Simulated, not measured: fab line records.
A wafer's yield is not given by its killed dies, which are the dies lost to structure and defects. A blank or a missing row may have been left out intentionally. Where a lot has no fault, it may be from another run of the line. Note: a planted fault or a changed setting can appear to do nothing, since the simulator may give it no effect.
fab line records	flow n5_finfet
record lots=7	wafers=39
route steps=1938 shown BEOL_M8@1335 BEOL_M10@1488 BEOL_M13@1696
start_h: start of the lot's first displayed wafer, in hours after the record's first day	wait_h: how many hours have passed since the lot's step before this one	" repeats the value in the row above	L1.1+2: several wafers, shown together as one row	- no value, or no start given	* or withheld: withheld	< > ~ a bound
route shown NAME@n: names a module that has steps shown in the file, with the first one's number in the route	usual: the fault-free wafers' mean and standard deviation	same: alike in all rows	chamber/n: place in a boat	sites: readings site by site	_std_site: standard deviation across them	_edge_site: outer sites' mean less inner sites'	radius_mm: how far each site lies from the wafer's centre	mask NAME#n: copy n	behind: the most recent tool/chamber to have shaped the wafer	hold: cause of the lot's hold/its duration in hours/its outcome	device: which transistor (n, p or np) failed to switch	end of line: the tests these same wafers got at the end of their route	for a step that has no rows: nothing shown but its recipe	killed: dies that structure and defects cost at the first sort, which is not the same as the wafer's yield	map: dies across one wafer; x = killed, . = not, _ = none there
set.NAME: the setting that was run; set.NAME@STEP: the one run at that earlier step	model.NAME: the simulator's own value behind a step, which no gauge read
lots where settings were altered on purpose, with a table for each step and a row for each wafer
## steps
# step N5_BEOL_M8_PECVD_70
# recipe material=SiO2	target_thk_a=200	temp_c=400	precursor=TEOS/O2	pressure_torr=5.5	rf_w=450	teos_flow_sccm=53.8	gas=O2	flow_sccm=3000	time_s=22.7
lot.wafer	tool	chamber	start_h	wait_h	set.time_s	model.SiO2_of_BEOL_M8_PECVD_70.thk_nm
L074.1	pecvd-02	2	264.73	0.0	9.506	8.8
L074.2	"	1	"	"	9.506	8
L074.3	"	0	"	"	22.7	19.6
L074.4	"	2	"	"	22.7	20.2
L074.5	"	0	"	"	22.7	20.4
L074.6	"	1	"	"	9.506	8.6
L081.1	pecvd-03	0	296.44	0.0	17.56	15.6
L081.2+6	"	2,1	"	"	17.56	15.4
L081.3	"	1	"	"	22.7	19.4
L081.4	"	0	"	"	22.7	20.2
L081.5	"	2	"	"	22.7	20
L079.2	pecvd-02	2	306.78	0.0	22.7	20.2
L079.3	"	1	"	"	22.7	19.4
L079.5	"	2	"	"	22.7	20.4
L082.1	pecvd-03	2	314.28	0.0	18.36	16.4
L082.2	"	1	"	"	22.7	19.8
L082.3+6	"	0	"	"	18.36	16.8
L082.4	"	1	"	"	22.7	20
L082.5	"	2	"	"	22.7	20.6
L090.1	pecvd-01	2	373.83	0.0	29.49	25.6
L090.2	"	1	"	"	22.7	19.8
L090.3	"	0	"	"	22.7	19.6
L090.4	"	0	"	"	22.7	20.2
L090.5	"	2	"	"	29.49	25.8
L090.6	"	1	"	"	29.49	26
L092.1	pecvd-03	2	394.61	0.0	31.94	27.8
L092.2	"	1	"	"	31.94	27.6
L092.3	"	0	"	"	22.7	19.8
L092.4+5	"	0,2	"	"	22.7	20.4
L092.6	"	1	"	"	31.94	28.2
L095.1	pecvd-02	1	433.08	0.0	22.7	19.8
L095.2+3+4+6	"	2,0,1,0	"	"	22.7	20.2
L095.5	"	2	"	"	22.7	20.4
# step N5_BEOL_M8_HM_DEP_02
# recipe material=TiN	target_thk_a=200	temp_c=25	chamber_pressure_pa=0.49996
# step N5_BEOL_M8_COAT_59
# recipe resist=SOC	temp_c=250	time_s=60	spin_rpm=1500	resist_thk_nm=100
# step N5_BEOL_M8_STRIP_80
# recipe chemistry=N2/H2	time_s=10	power_w=450	temp_c=40	pressure_mtorr=20	rf_frequency_hz=6e+07	bias_power_w=7	n2_flow_sccm=200	h2_flow_sccm=200
# step N5_BEOL_M8_HM_STRIP_39
# recipe chemistry=peroxide_tin_strip	material=TiN	target_depth_a=250	temp_c=50	time_s=158
lot.wafer	tool	chamber	start_h	wait_h	set.time_s@BEOL_M8_PECVD_70	model.SiO2_of_BEOL_M8_PECVD_70.thk_nm
L074.1	wet_bench-02	7	270.76	0.0	9.506	8.6
L074.2	"	6	"	"	9.506	7.8
L074.3	"	5	"	"	22.7	19.4
L074.4	"	4	"	"	22.7	20
L074.5	"	2	"	"	22.7	20.2
L074.6	"	3	"	"	9.506	8.4
L081.1	wet_bench-06	6	303.42	0.0	17.56	15.4
L081.2+6	"	4,2	"	"	17.56	15.2
L081.3	"	5	"	"	22.7	19.2
L081.4	"	3	"	"	22.7	20
L081.5	"	1	"	"	22.7	19.8
L079.2	wet_bench-05	0	311.31	0.0	22.7	20
L079.3	"	6	"	"	22.7	19.2
L079.5	"	2	"	"	22.7	20.2
L082.1	wet_bench-05	2	316.81	0.0	18.36	16.4
L082.2	"	4	"	"	22.7	19.6
L082.3	"	6	"	"	18.36	16.6
L082.4	"	3	"	"	22.7	19.8
L082.5	"	5	"	"	22.7	20.4
L082.6	"	7	"	"	18.36	16.8
L090.1	wet_bench-06	1	381.14	0.0	29.49	25.4
L090.2	"	0	"	"	22.7	19.8
L090.3	"	7	"	"	22.7	19.6
L090.4	"	5	"	"	22.7	20.2
L090.5	"	6	"	"	29.49	25.6
L090.6	"	4	"	"	29.49	25.8
L092.1+2	wet_bench-05	0,2	398.75	0.0	31.94	27.6
L092.3	"	1	"	"	22.7	19.6
L092.4	"	3	"	"	22.7	20.4
L092.5	"	4	"	"	22.7	20.2
L092.6	"	5	"	"	31.94	28
L095.1	wet_bench-02	7	439.05	0.0	22.7	19.6
L095.2+3+4	"	6,5,3	"	"	22.7	20
L095.5	"	2	"	"	22.7	20.4
L095.6	"	4	"	"	22.7	20.2
# step N5_BEOL_M10_ETCH_62
# recipe chemistry=N2/H2	target=SOC	target_depth_a=1100	overetch_a=220	mask_material=SiARC	temp_c=40	time_s=165	ion_energy_ev=200	pressure_mtorr=30	source_w=840	bias_w=150	n2_flow_sccm=200	h2_flow_sccm=200
lot.wafer	tool	chamber	start_h	wait_h	set.time_s	model.SiARC_of_BEOL_M10_COAT_60.thk_nm
L074.1	rie_diel-04	3	287.31	0.0	111.9	26.2
L074.2+5	"	0	"	"	165	23.6
L074.3	"	1	"	"	111.9	25.6
L074.4	"	2	"	"	111.9	26
L074.6	"	3	"	"	165	24.2
L081.1	rie_diel-05	2	317.69	0.0	233.9	20.6
L081.2	"	3	"	"	233.9	20.8
L081.3	"	1	"	"	233.9	21.8
L081.4+5	"	0	"	"	165	23.8
L081.6	"	1	"	"	165	24.2
L079.2+3	rie_diel-01	0,1	327.25	0.0	165	23.6
L079.5	"	2	"	"	165	23.2
L082.1	rie_diel-04	1	330.14	0.0	165	23.2
L082.2+3+6	"	3,2,3	"	"	165	23.8
L082.4	"	0	"	"	165	23.6
L082.5	"	2	"	"	165	24
L090.1	rie_diel-05	1	396.76	0.0	165	23.8
L090.2+6	"	3	"	"	165	23.4
L090.3	"	0	"	"	165	23.6
L090.4	"	2	"	"	165	23
L090.5	"	2	"	"	165	23.2
L092.1+3	rie_diel-04	3,2	409.60	0.0	165	23.8
L092.2	"	1	"	"	87.66	26.4
L092.4	"	0	"	"	87.66	26.6
L092.5	"	0	"	"	165	23.4
L092.6	"	3	"	"	87.66	26.8
L095.1+6	rie_diel-04	0	454.74	0.0	165	23.4
L095.2	"	2	"	"	165	23.8
L095.3+5	"	3	"	"	194.3	22.6
L095.4	"	1	"	"	194.3	21.8
# step N5_BEOL_M10_STRIP_68
# recipe chemistry=N2/H2	temp_c=40	n2_flow_sccm=200	h2_flow_sccm=200	rf_frequency_hz=6e+07
# step N5_BEOL_M10_STRIP_67
# recipe chemistry=CF4	resist=SiARC	power_w=300	bias_power_w=75	pressure_mtorr=50	cf4_flow_sccm=150	rf_frequency_hz=6e+07
# step N5_BEOL_M10_HM_OPEN_17
# recipe chemistry=Cl2/BCl3	target_depth_a=200	overetch_a=60	target=TiN	mask_material=SOC	ion_energy_ev=150	pressure_mtorr=10	icp_w=1000	bias_w=126	Cl2_flow_sccm=53.25	bcl3_flow_sccm=21.75	Ar_flow_sccm=25
lot.wafer	tool	chamber	start_h	wait_h	set.time_s@BEOL_M10_ETCH_62	model.etch.depth_nm
L074.1	rie_metal-02	1	287.50	0.0	111.9	20.08
L074.2	"	0	"	"	165	19.95
L074.3	"	1	"	"	111.9	19.9
L074.4	"	0	"	"	111.9	19.92
L074.5	"	1	"	"	165	20
L074.6	"	0	"	"	165	19.94
L081.1	rie_metal-03	1	317.87	0.0	233.9	13.31
L081.2	"	0	"	"	233.9	13.69
L081.3	"	1	"	"	233.9	13.83
L081.4	"	0	"	"	165	20.26
L081.5	"	1	"	"	165	20.03
L081.6	"	0	"	"	165	20.16
L079.2	rie_metal-03	0	327.45	0.0	165	20.17
L079.3	"	0	"	"	165	20.07
L079.5	"	0	"	"	165	19.96
L082.1	rie_metal-03	0	330.33	0.0	165	19.92
L082.2	"	1	"	"	165	20.16
L082.3	"	1	"	"	165	19.7
L082.4	"	0	"	"	165	19.53
L082.5	"	1	"	"	165	19.94
L082.6	"	0	"	"	165	19.93
L090.1	rie_metal-03	1	396.94	0.0	165	19.8
L090.2	"	0	"	"	165	20.33
L090.3	"	1	"	"	165	20.01
L090.4	"	0	"	"	165	20.1
L090.5	"	1	"	"	165	20.16
L090.6	"	0	"	"	165	20.04
L092.1	rie_metal-02	0	409.79	0.0	165	19.99
L092.2	"	1	"	"	87.66	19.91
L092.3	"	1	"	"	165	20.14
L092.4	"	0	"	"	87.66	20.16
L092.5	"	1	"	"	165	19.88
L092.6	"	0	"	"	87.66	19.68
L095.1	rie_metal-02	1	454.93	0.0	165	19.67
L095.2	"	0	"	"	165	19.78
L095.3	"	0	"	"	194.3	16.71
L095.4	"	1	"	"	194.3	17.04
L095.5	"	0	"	"	194.3	16.9
L095.6	"	1	"	"	165	19.48
# step N5_BEOL_M10_STRIP_19
# recipe chemistry=O2	power_w=400	temp_c=40	pressure_mtorr=30	rf_frequency_hz=6e+07	bias_power_w=0	overash_fraction=0.2	o2_flow_sccm=225
# step N5_BEOL_M10_ETCH_41
# recipe chemistry=CH3F/O2	target=SiCN	target_depth_a=426	taper_deg=2	time_s=86	ion_energy_ev=120	mask_material=TiN	pressure_mtorr=30	source_w=395	bias_w=75	Ar_flow_sccm=150	CH3F_flow_sccm=30	O2_flow_sccm=20
# step N5_BEOL_M10_STRIP_77
# recipe chemistry=N2/H2	time_s=10	power_w=450	temp_c=40	pressure_mtorr=20	rf_frequency_hz=6e+07	bias_power_w=7	n2_flow_sccm=200	h2_flow_sccm=200
# step N5_BEOL_M10_OCD_MEAS_38
# usual trench_depth_nm=147/3.1
lot.wafer	tool	chamber	start_h	wait_h	set.time_s@BEOL_M10_ETCH_62	trench_depth_nm
L074.1	ocd-01	-	288.78	-	111.9	-
L074.2	"	-	"	"	165	145
L074.3	"	-	"	"	111.9	0
L074.4	"	-	"	"	111.9	-
L074.5	"	-	"	"	165	150
L074.6	"	-	"	"	165	144
L081.1	ocd-01	-	322.46	-	233.9	150
L081.2	"	-	"	"	233.9	142
L081.3	"	-	"	"	233.9	150
L081.4	"	-	"	"	165	150
L081.5	"	-	"	"	165	142
L081.6	"	-	"	"	165	151
L079.2	ocd-01	-	328.95	-	165	151
L079.3	"	-	"	"	165	149
L079.5	"	-	"	"	165	142
L082.1	ocd-01	-	332.37	-	165	148
L082.2	"	-	"	"	165	147
L082.3	"	-	"	"	165	153
L082.4	"	-	"	"	165	148
L082.5	"	-	"	"	165	148
L082.6	"	-	"	"	165	148
L090.1	ocd-02	-	399.55	-	165	144
L090.2	"	-	"	"	165	151
L090.3	"	-	"	"	165	145
L090.4	"	-	"	"	165	145
L090.5	"	-	"	"	165	144
L090.6	"	-	"	"	165	145
L092.1	ocd-02	-	413.30	-	165	150
L092.2	"	-	"	"	87.66	-
L092.3	"	-	"	"	165	145
L092.4	"	-	"	"	87.66	-
L092.5	"	-	"	"	165	145
L092.6	"	-	"	"	87.66	-
L095.1	ocd-02	-	457.72	-	165	145
L095.2	"	-	"	"	165	145
L095.3	"	-	"	"	194.3	150
L095.4	"	-	"	"	194.3	144
L095.5	"	-	"	"	194.3	145
L095.6	"	-	"	"	165	145
# step N5_BEOL_M13_TRENCH_ETCH_34
# recipe chemistry=C4F8/O2/Ar	target=SiOC	target_depth_a=4134.7	mask_material=SOC	pressure_mtorr=30	source_w=3000	bias_w=700	Ar_flow_sccm=400	C4F8_flow_sccm=15	O2_flow_sccm=8	he_inner_torr=15	he_outer_torr=30	time_s=162.6	ion_energy_ev=250
lot.wafer	tool	chamber	start_h	wait_h	set.time_s	model.etch.depth_nm
L074.1	rie_diel-02	0	309.05	0.0	162.6	428.5
L074.2	"	2	"	"	162.6	405.2
L074.3+6	"	1	"	"	80.05	204.7
L074.4	"	3	"	"	80.05	204.2
L074.5	"	2	"	"	162.6	408.2
L081.1	rie_diel-02	2	341.32	0.0	227.9	574.2
L081.2	"	0	"	"	162.6	423.5
L081.3	"	1	"	"	227.9	571.2
L081.4	"	3	"	"	227.9	577.1
L081.5	"	1	"	"	162.6	404.2
L081.6	"	0	"	"	162.6	422.4
L079.2	rie_diel-03	2	350.65	0.0	162.6	415.3
L079.3	"	3	"	"	162.6	419.3
L079.5	"	2	"	"	162.6	412.4
L082.1	rie_diel-06	3	354.42	0.0	162.6	416.5
L082.2	"	1	"	"	162.6	430.2
L082.3	"	0	"	"	162.6	419
L082.4	"	2	"	"	162.6	405.4
L082.5	"	3	"	"	162.6	414.3
L082.6	"	2	"	"	162.6	404.9
L090.1	rie_diel-02	1	417.64	0.0	67.97	172.8
L090.2	"	0	"	"	162.6	424.4
L090.3	"	3	"	"	162.6	412.4
L090.4	"	2	"	"	67.97	169.2
L090.5	"	2	"	"	67.97	169.5
L090.6	"	3	"	"	162.6	416.8
L092.1	rie_diel-06	3	433.71	0.0	162.6	413.8
L092.2	"	2	"	"	162.6	405
L092.3	"	0	"	"	162.6	422
L092.4	"	1	"	"	162.6	427.8
L092.5	"	2	"	"	162.6	405.7
L092.6	"	3	"	"	162.6	408.9
L095.1	rie_diel-06	3	480.82	0.0	258.5	646.3
L095.2	"	2	"	"	162.6	409.1
L095.3	"	1	"	"	162.6	425.3
L095.4	"	0	"	"	258.5	656.6
L095.5	"	0	"	"	258.5	663.3
L095.6	"	1	"	"	162.6	427.4
# step N5_BEOL_M13_STRIP_70
# recipe chemistry=C4F8/O2/Ar	resist=SiARC	rf_frequency_hz=6e+07
# step N5_BEOL_M13_OCD_MEAS_35
# usual trench_depth_nm=416/7.2
lot.wafer	tool	chamber	start_h	wait_h	set.time_s@BEOL_M13_TRENCH_ETCH_34	trench_depth_nm
L074.1	ocd-02	-	309.23	0.0	162.6	-
L074.2	"	-	"	"	162.6	405
L074.3	"	-	"	"	80.05	205
L074.4	"	-	"	"	80.05	-
L074.5	"	-	"	"	162.6	408
L074.6	"	-	"	"	80.05	204
L081.1	ocd-02	-	341.50	0.0	227.9	574
L081.2	"	-	"	"	162.6	424
L081.3	"	-	"	"	227.9	571
L081.4	"	-	"	"	227.9	577
L081.5	"	-	"	"	162.6	404
L081.6	"	-	"	"	162.6	422
L079.2	ocd-02	-	350.83	0.0	162.6	415
L079.3	"	-	"	"	162.6	419
L079.5	"	-	"	"	162.6	412
L082.1	ocd-01	-	354.59	0.0	162.6	417
L082.2	"	-	"	"	162.6	431
L082.3	"	-	"	"	162.6	419
L082.4	"	-	"	"	162.6	406
L082.5	"	-	"	"	162.6	415
L082.6	"	-	"	"	162.6	405
L090.1	ocd-02	-	417.81	0.0	67.97	173
L090.2	"	-	"	"	162.6	425
L090.3	"	-	"	"	162.6	412
L090.4	"	-	"	"	67.97	169
L090.5	"	-	"	"	67.97	169
L090.6	"	-	"	"	162.6	417
L092.1	ocd-01	-	433.89	0.0	162.6	414
L092.2	"	-	"	"	162.6	-
L092.3	"	-	"	"	162.6	422
L092.4	"	-	"	"	162.6	-
L092.5	"	-	"	"	162.6	406
L092.6	"	-	"	"	162.6	-
L095.1	ocd-02	-	481.00	0.0	258.5	646
L095.2	"	-	"	"	162.6	409
L095.3	"	-	"	"	162.6	425
L095.4	"	-	"	"	258.5	657
L095.5	"	-	"	"	258.5	664
L095.6	"	-	"	"	162.6	427
# step N5_BEOL_M13_STRIP_37
# recipe chemistry=N2/H2	power_w=1000	temp_c=250	h2_frac=0.65	overash_fraction=0.3	pressure_mtorr=withheld	n2_flow_sccm=1750	h2_flow_sccm=3250
# step N5_BEOL_M13_ETCH_38
# recipe chemistry=CF4/N2	target=SiCN	target_depth_a=675	taper_deg=2	time_s=71.9	ion_energy_ev=150	mask_material=SiO2	pressure_mtorr=40	source_w=430	bias_w=70	Ar_flow_sccm=100	cf4_flow_sccm=60	n2_flow_sccm=60
# step N5_BEOL_M13_ECD_47
# recipe material=Cu	target_thk_a=9360
# step N5_BEOL_M13_ANNEAL_48
# recipe temp_c=225	time_s=90	ambient=N2
# step N5_BEOL_M13_CMP_49
# recipe stop_on=SiOC	t_overpolish_s=17.1	down_force_psi=1	platen_rpm=50	clearing_platen_down_force_psi=1.5	clearing_platen_rpm=50	post_cmp_clean=cu_alkaline	target_thk_nm=420	clearing_platen_pad_velocity_m_s=0.99484	pad_velocity_m_s=0.99484
lot.wafer	tool	chamber	start_h	wait_h	set.time_s@BEOL_M13_TRENCH_ETCH_34	model.Cu_of_BEOL_M13_ECD_47.thk_nm
L074.1	cmp-01	3	311.98	0.3	162.6	435.2
L074.4	"	0	"	"	80.05	210.6
L074.3	"	1	"	"	80.05	209.2
L074.2	"	2	"	"	162.6	410.6
L074.5	"	3	"	"	162.6	412.6
L074.6	"	0	"	"	80.05	210.8
L081.3	cmp-04	2	343.66	0.2	227.9	578.2
L081.4	"	3	"	"	227.9	584.2
L081.1	"	0	"	"	227.9	583.4
L081.2	"	1	"	"	162.6	427.4
L081.6	"	2	"	"	162.6	428.6
L081.5	"	3	"	"	162.6	411.6
L079.3	cmp-02	3	354.85	0.2	162.6	425.6
L079.2	"	2	"	"	162.6	420.8
L079.5	"	0	"	"	162.6	419.8
L082.3	cmp-01	0	358.13	0.2	162.6	425.4
L082.1	"	1	"	"	162.6	422.6
L082.4	"	2	"	"	162.6	412
L082.2	"	3	"	"	162.6	437.4
L082.5	"	0	"	"	162.6	420.2
L082.6	"	1	"	"	162.6	409
L090.4	cmp-01	1	420.60	0.1	67.97	175
L090.1	"	2	"	"	67.97	180.4
L090.2	"	3	"	"	162.6	432.6
L090.3	"	0	"	"	162.6	420.8
L090.6	"	1	"	"	162.6	422
L090.5	"	2	"	"	67.97	177.2
L092.4	cmp-04	1	437.63	0.1	162.6	432.4
L092.1	"	2	"	"	162.6	421.2
L092.3	"	3	"	"	162.6	429
L092.2	"	0	"	"	162.6	413.2
L092.6	"	1	"	"	162.6	414
L092.5	"	2	"	"	162.6	412
L095.4	cmp-02	3	482.91	0.1	258.5	661.4
L095.3	"	0	"	"	162.6	432.4
L095.1	"	1	"	"	258.5	654.6
L095.2	"	2	"	"	162.6	414.4
L095.5	"	3	"	"	258.5	668.6
L095.6	"	0	"	"	162.6	434.6
# step N5_BEOL_M13_THK_MEAS_50
# recipe thk_meas_gauge=xrf	reads=Cu_of_BEOL_M13_ECD_47
# usual M13_THK=433/7.8
lot.wafer	tool	chamber	start_h	wait_h	set.time_s@BEOL_M13_TRENCH_ETCH_34	M13_THK[nm]
L074.1	film_metro-01	-	312.27	-	162.6	-
L074.2	"	-	"	"	162.6	420
L074.3	"	-	"	"	80.05	213
L074.4	"	-	"	"	80.05	-
L074.5	"	-	"	"	162.6	421
L074.6	"	-	"	"	80.05	215
L081.1	film_metro-02	-	343.95	-	227.9	599
L081.2	"	-	"	"	162.6	437
L081.3	"	-	"	"	227.9	591
L081.4	"	-	"	"	227.9	597
L081.5	"	-	"	"	162.6	420
L081.6	"	-	"	"	162.6	438
L079.2	film_metro-01	-	355.14	-	162.6	427
L079.3	"	-	"	"	162.6	434
L079.5	"	-	"	"	162.6	426
L082.1	film_metro-01	-	358.42	-	162.6	435
L082.2	"	-	"	"	162.6	450
L082.3	"	-	"	"	162.6	439
L082.4	"	-	"	"	162.6	424
L082.5	"	-	"	"	162.6	432
L082.6	"	-	"	"	162.6	423
L090.1	film_metro-01	-	420.90	-	67.97	185
L090.2	"	-	"	"	162.6	445
L090.3	"	-	"	"	162.6	433
L090.4	"	-	"	"	67.97	179
L090.5	"	-	"	"	67.97	181
L090.6	"	-	"	"	162.6	434
L092.1	film_metro-01	-	437.92	-	162.6	435
L092.2	"	-	"	"	162.6	-
L092.3	"	-	"	"	162.6	440
L092.4	"	-	"	"	162.6	-
L092.5	"	-	"	"	162.6	423
L092.6	"	-	"	"	162.6	-
L095.1	film_metro-02	-	483.20	-	258.5	676
L095.2	"	-	"	"	162.6	428
L095.3	"	-	"	"	162.6	445
L095.4	"	-	"	"	258.5	687
L095.5	"	-	"	"	258.5	694
L095.6	"	-	"	"	162.6	447
# step N5_BEOL_M13_PRE_CLEAN_52
# recipe gas=NH3	time_s=15	temp_c=withheld	rf_power_w=300
# step N5_BEOL_M13_DEP_53
# recipe material=SiCN	target_thk_a=500	temp_c=withheld	precursor=3MS/NH3	pressure_torr=3	rf_w=675	time_s=17.8
# step N5_BEOL_M13_RS_MEAS_54
# recipe thk_meas_gauge=four-point-probe	reads=Cu_of_BEOL_M13_ECD_47+Ta_of_BEOL_M13_SPUTTER_44+TaN_of_BEOL_M13_SPUTTER_43
# usual M13_RS=0.0447/0.00078
lot.wafer	tool	chamber	start_h	wait_h	set.time_s@BEOL_M13_TRENCH_ETCH_34	M13_RS[ohm/sq]
L074.1	film_metro-02	-	312.43	0.1	162.6	-
L074.2	"	-	"	"	162.6	0.0460
L074.3	"	-	"	"	80.05	0.0934
L074.4	"	-	"	"	80.05	-
L074.5	"	-	"	"	162.6	0.0458
L074.6	"	-	"	"	80.05	0.0928
L081.1	film_metro-01	-	344.08	0.0	227.9	0.0320
L081.2	"	-	"	"	162.6	0.0441
L081.3	"	-	"	"	227.9	0.0324
L081.4	"	-	"	"	227.9	0.0320
L081.5	"	-	"	"	162.6	0.0459
L081.6	"	-	"	"	162.6	0.0440
L079.2	film_metro-02	-	355.27	0.1	162.6	0.0450
L079.3	"	-	"	"	162.6	0.0444
L079.5	"	-	"	"	162.6	0.0450
L082.1	film_metro-02	-	358.55	0.0	162.6	0.0447
L082.2	"	-	"	"	162.6	0.0432
L082.3	"	-	"	"	162.6	0.0444
L082.4	"	-	"	"	162.6	0.0459
L082.5	"	-	"	"	162.6	0.0450
L082.6	"	-	"	"	162.6	0.0463
L090.1	film_metro-01	-	421.02	0.0	67.97	0.1094
L090.2	"	-	"	"	162.6	0.0436
L090.3	"	-	"	"	162.6	0.0448
L090.4	"	-	"	"	67.97	0.1131
L090.5	"	-	"	"	67.97	0.1116
L090.6	"	-	"	"	162.6	0.0447
L092.1	film_metro-01	-	438.08	0.1	162.6	0.0449
L092.2	"	-	"	"	162.6	-
L092.3	"	-	"	"	162.6	0.0440
L092.4	"	-	"	"	162.6	-
L092.5	"	-	"	"	162.6	0.0459
L092.6	"	-	"	"	162.6	-
L095.1	film_metro-02	-	483.33	0.0	258.5	0.0285
L095.2	"	-	"	"	162.6	0.0455
L095.3	"	-	"	"	162.6	0.0436
L095.4	"	-	"	"	258.5	0.0283
L095.5	"	-	"	"	258.5	0.0279
L095.6	"	-	"	"	162.6	0.0435
## key
split step=N5_BEOL_M8_PECVD_70	setting=time_s	stated=22.7	by=wafer
response step=N5_BEOL_M8_PECVD_70	reading=model.SiO2_of_BEOL_M8_PECVD_70.thk_nm	change=+0.195	per=1%	r=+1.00
response step=N5_BEOL_M8_HM_STRIP_39	reading=model.SiO2_of_BEOL_M8_PECVD_70.thk_nm	change=+0.194	per=1%	r=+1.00
split step=N5_BEOL_M10_ETCH_62	setting=time_s	stated=165	by=wafer
response step=N5_BEOL_M10_ETCH_62	reading=model.SiARC_of_BEOL_M10_COAT_60.thk_nm	change=-0.0656	per=1%	r=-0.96
response step=N5_BEOL_M10_HM_OPEN_17	reading=model.etch.depth_nm	shape=bent	at_lowest=19.92	at_stated=19.97	at_highest=13.61
response step=N5_BEOL_M10_OCD_MEAS_38	reading=trench_depth_nm	shape=bent	at_lowest=0	at_stated=147	at_highest=148
split step=N5_BEOL_M13_TRENCH_ETCH_34	setting=time_s	stated=162.6	by=wafer
response step=N5_BEOL_M13_TRENCH_ETCH_34	reading=model.etch.depth_nm	change=+4.09	per=1%	r=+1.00
response step=N5_BEOL_M13_OCD_MEAS_35	reading=trench_depth_nm	change=+4.06	per=1%	r=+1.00
response step=N5_BEOL_M13_CMP_49	reading=model.Cu_of_BEOL_M13_ECD_47.thk_nm	change=+4.09	per=1%	r=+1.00
response step=N5_BEOL_M13_THK_MEAS_50	reading=M13_THK	change=+4.21	per=1%	r=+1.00
response step=N5_BEOL_M13_RS_MEAS_54	reading=M13_RS	change=-0.000681	per=1%	r=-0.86
